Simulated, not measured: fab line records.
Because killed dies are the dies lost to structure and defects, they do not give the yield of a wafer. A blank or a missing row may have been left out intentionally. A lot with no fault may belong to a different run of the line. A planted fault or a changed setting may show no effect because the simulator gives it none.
Which tool was responsible?	flow n5Finfet	36 wafers from 12 lots sampled at 3 of the route's 1938 steps

## WHAT EACH GAUGE READ, for each wafer
N5_ILD0_INSPECT_06: inspects for defects (darkfield).
lot	measured	on	rawDefectCount
L075	day 4 03:04	defectInspect-01	39 44 45
L077	day 4 13:57	defectInspect-02	22 29 23
L079	day 5 00:35	defectInspect-01	45 38 49
L081	day 5 11:04	defectInspect-01	5 15 22
L083	day 6 00:39	defectInspect-01	22 32 41
L085	day 6 13:13	defectInspect-01	38 45 32
L087	day 7 02:34	defectInspect-01	20 43 28
L089	day 7 11:29	defectInspect-01	55 62 57
L091	day 8 04:31	defectInspect-01	41 27 30
L093	day 8 15:55	defectInspect-01	37 32 25
L095	day 8 22:33	defectInspect-01	21 19 28
L097	day 9 17:46	defectInspect-01	14 34 35

## WHICH TOOL RAN EACH LOT (tool, then ch and the chambers of the sampled wafers, then the start)
lot	N5_ILD0_CMP_03	N5_ILD0_CMP_12
L075	cmp-04 ch 0,1,2, day 3 23:17	cmp-04 ch 0,3, day 4 02:44
L077	cmp-04 ch 1,2,3, day 4 10:10	cmp-01 ch 0,1, day 4 13:40
L079	cmp-01 ch 0,2,3, day 4 20:42	cmp-01 ch 0,2,3, day 5 00:17
L081	cmp-03 ch 0,2,3, day 5 07:05	cmp-03 ch 0,1,3, day 5 10:46
L083	cmp-03 ch 0,1,3, day 5 20:34	cmp-04 ch 0,1,3, day 6 00:20
L085	cmp-01 ch 0,1,2, day 6 09:22	cmp-04 ch 0,1,2, day 6 12:54
L087	cmp-01 ch 1,2,3, day 6 22:20	cmp-03 ch 0,2,3, day 7 02:14
L089	cmp-04 ch 1,2, day 7 07:34	cmp-01 ch 0,1, day 7 11:10
L091	cmp-01 ch 0,1,3, day 8 00:19	cmp-04 ch 2,3, day 8 04:14
L093	cmp-03 ch 0,3, day 8 12:04	cmp-03 ch 0,1,2, day 8 15:40
L095	cmp-03 ch 1,2,3, day 8 18:16	cmp-03 ch 0,1,2, day 8 22:16
L097	cmp-01 ch 0,3, day 9 13:48	cmp-01 ch 0,1,3, day 9 17:31
- N5_ILD0_CMP_03: polishes, stops on SiNx, t overpolish 1.9 s, target thk 197.38 nm.
- N5_ILD0_CMP_12: polishes SiNx, stops on poly-Si, t overpolish 6 s, target thk 17.67 nm.

## THE ANSWER, worked out from the rows above alone
Rule: usual is defined by the lots themselves. The widest of any qualifying gaps counts: lots, ordered by their means at a reading, are off when they make up no more than a third of the lots, leave a main group of 4 or more, and stand apart from it by 3 or more times the standard deviation of that group's means. If all means in a main group match to the digits the tables above print for the reading, that group is not used. Also off: a lot with no number at a reading for which 4 or more lots have one. All remaining lots with rows at the step are treated as sound.
No lot is off at any reading shown: from this, nothing can be told.

## WHAT HAD BEEN PUT IN BY THE SIMULATOR
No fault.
